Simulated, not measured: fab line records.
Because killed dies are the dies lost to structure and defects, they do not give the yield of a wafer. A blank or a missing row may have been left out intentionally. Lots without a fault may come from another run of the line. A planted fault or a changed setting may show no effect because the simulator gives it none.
Chamber matching + flow n5Finfet + 4 sister chambers for N5_BEOL_M2_ALD_84 on aldMetal-04
The step deposits TaN, pulse time 2 s, purge time 3 s, co reactant purge time 2 s. 24 wafers are shown with their chamber, then 12 later ones without.

## WAFERS WITH THEIR CHAMBER
| wafer  | chamber | heaterPowerW (W) |
|--------|---------|------------------|
| L076.1 | 1       | 368              |
| L076.2 | 0       | 442              |
| L076.3 | 2       | 470              |
| L076.4 | 1       | 366              |
| L076.5 | 0       | 436              |
| L076.6 | 2       | 463              |
| L082.1 | 1       | 371              |
| L082.2 | 2       | 477              |
| L082.3 | 0       | 438              |
| L082.4 | 3       | 414              |
| L082.5 | 3       | 393              |
| L082.6 | 2       | 480              |
| L084.1 | 1       | 366              |
| L084.2 | 2       | 467              |
| L084.3 | 3       | 390              |
| L084.4 | 0       | 427              |
| L084.5 | 2       | 477              |
| L084.6 | 1       | 376              |
| L086.3 | 1       | 385              |
| L086.4 | 0       | 425              |
| L086.5 | 3       | 391              |
| L088.1 | 0       | 434              |
| L088.2 | 2       | 465              |
| L088.5 | 0       | 444              |

SIGNATURES (averages over the wafers above)
| reading      | chamber 0 | chamber 1 | chamber 2 | chamber 3 | scatter within a chamber |
|--------------|-----------|-----------|-----------|-----------|--------------------------|
| heaterPowerW | 435.14    | 372.00    | 471.29    | 397.00    | 7.87                     |
Rule: for each reading, subtract the chamber's mean from the wafer's reading, divide by that reading's scatter and square the result; add these up over the readings and take the root, which gives the wafer's distance from the chamber. The wafer belongs to the nearest chamber; if the next one is less than 2 further off, it can't be placed. How the scatter is found: for the shown wafers, subtract from each reading the mean of its chamber, square and add these, divide the total by (wafers less chambers), then take the root.

## WAFERS WITH NO CHAMBER GIVEN
| wafer  | heaterPowerW (W) |
|--------|------------------|
| L092.1 | 403              |
| L092.2 | 467              |
| L092.3 | 443              |
| L092.4 | 366              |
| L092.5 | 382              |
| L092.6 | 443              |
| L094.1 | 429              |
| L094.2 | 386              |
| L094.3 | 467              |
| L094.4 | 388              |
| L094.5 | 463              |
| L094.6 | 374              |

## CHAMBER TAKEN BY EACH
| wafer  | from the rows above     | in truth |
|--------|-------------------------|----------|
| L092.1 | 3                       | 3        |
| L092.2 | 2                       | 2        |
| L092.3 | 0                       | 0        |
| L092.4 | 1                       | 1        |
| L092.5 | can't be placed: 1 or 3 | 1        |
| L092.6 | 0                       | 0        |
| L094.1 | 0                       | 0        |
| L094.2 | can't be placed: 3 or 1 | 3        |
| L094.3 | 2                       | 2        |
| L094.4 | can't be placed: 3 or 1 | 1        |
| L094.5 | 2                       | 2        |
| L094.6 | 1                       | 1        |
Placed correctly: 9 of 12. Cannot be placed on the basis of these rows: 3; the candidates contain the true chamber in 3. Wrongly placed: 0.
